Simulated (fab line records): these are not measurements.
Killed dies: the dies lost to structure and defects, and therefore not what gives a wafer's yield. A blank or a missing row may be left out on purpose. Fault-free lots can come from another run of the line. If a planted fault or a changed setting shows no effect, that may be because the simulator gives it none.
Matching of chambers || flow nandHarc || 4 sister chambers for NHARC_P_BONDPAD_ETCH_37 on rieDiel-02
The step etches the open film in N2/H2, target depth 60 nm, overetch 18 nm, time 65.91 s. 20 wafers are shown with their chamber, then 10 later ones without.

## WAFERS PAIRED WITH THEIR CHAMBERS
{"wafer": "L158.1", "chamber": 2, "showerheadPlenumPTorr (Torr)": 2.02, "drypumpMotorCurrentA (A)": 5.28, "rfVppV (V)": 430.2}
{"wafer": "L158.5", "chamber": 3, "showerheadPlenumPTorr (Torr)": 1.89, "drypumpMotorCurrentA (A)": 5.53, "rfVppV (V)": 426.6}
{"wafer": "L158.6", "chamber": 0, "showerheadPlenumPTorr (Torr)": 2.12, "drypumpMotorCurrentA (A)": 5.64, "rfVppV (V)": 433.1}
{"wafer": "L161.1", "chamber": 0, "showerheadPlenumPTorr (Torr)": 2.12, "drypumpMotorCurrentA (A)": 5.61, "rfVppV (V)": 434.0}
{"wafer": "L161.2", "chamber": 3, "showerheadPlenumPTorr (Torr)": 1.89, "drypumpMotorCurrentA (A)": 5.55, "rfVppV (V)": 427.8}
{"wafer": "L161.6", "chamber": 0, "showerheadPlenumPTorr (Torr)": 2.12, "drypumpMotorCurrentA (A)": 5.62, "rfVppV (V)": 433.2}
{"wafer": "L162.1", "chamber": 0, "showerheadPlenumPTorr (Torr)": 2.12, "drypumpMotorCurrentA (A)": 5.64, "rfVppV (V)": 432.2}
{"wafer": "L162.3", "chamber": 1, "showerheadPlenumPTorr (Torr)": 2.03, "drypumpMotorCurrentA (A)": 4.97, "rfVppV (V)": 429.4}
{"wafer": "L162.6", "chamber": 0, "showerheadPlenumPTorr (Torr)": 2.12, "drypumpMotorCurrentA (A)": 5.64, "rfVppV (V)": 433.8}
{"wafer": "L163.1", "chamber": 3, "showerheadPlenumPTorr (Torr)": 1.89, "drypumpMotorCurrentA (A)": 5.55, "rfVppV (V)": 427.0}
{"wafer": "L163.2", "chamber": 2, "showerheadPlenumPTorr (Torr)": 2.01, "drypumpMotorCurrentA (A)": 5.26, "rfVppV (V)": 427.7}
{"wafer": "L163.6", "chamber": 2, "showerheadPlenumPTorr (Torr)": 2.01, "drypumpMotorCurrentA (A)": 5.29, "rfVppV (V)": 429.7}
{"wafer": "L167.1", "chamber": 2, "showerheadPlenumPTorr (Torr)": 2.01, "drypumpMotorCurrentA (A)": 5.25, "rfVppV (V)": 431.1}
{"wafer": "L167.4", "chamber": 3, "showerheadPlenumPTorr (Torr)": 1.89, "drypumpMotorCurrentA (A)": 5.56, "rfVppV (V)": 426.9}
{"wafer": "L167.6", "chamber": 3, "showerheadPlenumPTorr (Torr)": 1.89, "drypumpMotorCurrentA (A)": 5.55, "rfVppV (V)": 426.5}
{"wafer": "L168.1", "chamber": 3, "showerheadPlenumPTorr (Torr)": 1.89, "drypumpMotorCurrentA (A)": 5.54, "rfVppV (V)": 425.8}
{"wafer": "L168.5", "chamber": 1, "showerheadPlenumPTorr (Torr)": 2.03, "drypumpMotorCurrentA (A)": 4.97, "rfVppV (V)": 430.9}
{"wafer": "L168.6", "chamber": 2, "showerheadPlenumPTorr (Torr)": 2.01, "drypumpMotorCurrentA (A)": 5.26, "rfVppV (V)": 429.7}
{"wafer": "L169.1", "chamber": 0, "showerheadPlenumPTorr (Torr)": 2.12, "drypumpMotorCurrentA (A)": 5.64, "rfVppV (V)": 433.2}
{"wafer": "L169.3", "chamber": 2, "showerheadPlenumPTorr (Torr)": 2.01, "drypumpMotorCurrentA (A)": 5.29, "rfVppV (V)": 430.7}

SIGNATURES (averages over the wafers above)
{"reading": "showerheadPlenumPTorr", "chamber 0": 2.1200, "chamber 1": 2.0300, "chamber 2": 2.0117, "chamber 3": 1.8900, "scatter within a chamber": 0.00228}
{"reading": "drypumpMotorCurrentA", "chamber 0": 5.6317, "chamber 1": 4.9700, "chamber 2": 5.2717, "chamber 3": 5.5467, "scatter within a chamber": 0.0135}
{"reading": "rfVppV", "chamber 0": 433.250, "chamber 1": 430.150, "chamber 2": 429.850, "chamber 3": 426.767, "scatter within a chamber": 0.879}
Rule: distance of a wafer from a chamber = root of the sum over the readings of ((wafer's reading minus chamber's mean) / reading's scatter) squared. The wafer belongs to the nearest chamber; if the next one is less than 2 further off, it can't be placed. The scatter: take each reading less its chamber's mean, square it, sum over the shown wafers, divide by the number of wafers less the number of chambers, and take the root.

## WAFERS MISSING THEIR CHAMBER
{"wafer": "L169.4", "showerheadPlenumPTorr (Torr)": 1.89, "drypumpMotorCurrentA (A)": 5.56, "rfVppV (V)": 426.4}
{"wafer": "L176.4", "showerheadPlenumPTorr (Torr)": 2.12, "drypumpMotorCurrentA (A)": 5.64, "rfVppV (V)": 434.8}
{"wafer": "L176.5", "showerheadPlenumPTorr (Torr)": 2.01, "drypumpMotorCurrentA (A)": 5.25, "rfVppV (V)": 430.5}
{"wafer": "L176.6", "showerheadPlenumPTorr (Torr)": 2.02, "drypumpMotorCurrentA (A)": 4.97, "rfVppV (V)": 430.1}
{"wafer": "L177.1", "showerheadPlenumPTorr (Torr)": 2.01, "drypumpMotorCurrentA (A)": 5.27, "rfVppV (V)": 429.9}
{"wafer": "L177.2", "showerheadPlenumPTorr (Torr)": 2.12, "drypumpMotorCurrentA (A)": 5.66, "rfVppV (V)": 434.4}
{"wafer": "L177.4", "showerheadPlenumPTorr (Torr)": 1.89, "drypumpMotorCurrentA (A)": 5.57, "rfVppV (V)": 426.3}
{"wafer": "L179.1", "showerheadPlenumPTorr (Torr)": 1.89, "drypumpMotorCurrentA (A)": 5.57, "rfVppV (V)": 425.8}
{"wafer": "L179.2", "showerheadPlenumPTorr (Torr)": 2.02, "drypumpMotorCurrentA (A)": 4.95, "rfVppV (V)": 429.7}
{"wafer": "L179.4", "showerheadPlenumPTorr (Torr)": 2.12, "drypumpMotorCurrentA (A)": 5.63, "rfVppV (V)": 433.6}

## EACH ONE'S CHAMBER
{"wafer": "L169.4", "from the rows above": 3, "in truth": 3}
{"wafer": "L176.4", "from the rows above": 0, "in truth": 0}
{"wafer": "L176.5", "from the rows above": 2, "in truth": 2}
{"wafer": "L176.6", "from the rows above": 1, "in truth": 1}
{"wafer": "L177.1", "from the rows above": 2, "in truth": 2}
{"wafer": "L177.2", "from the rows above": 0, "in truth": 0}
{"wafer": "L177.4", "from the rows above": 3, "in truth": 3}
{"wafer": "L179.1", "from the rows above": 3, "in truth": 3}
{"wafer": "L179.2", "from the rows above": 1, "in truth": 1}
{"wafer": "L179.4", "from the rows above": 0, "in truth": 0}
Correctly placed: 10 of 10. From these rows, 0 cannot be placed. 0 placed wrongly.
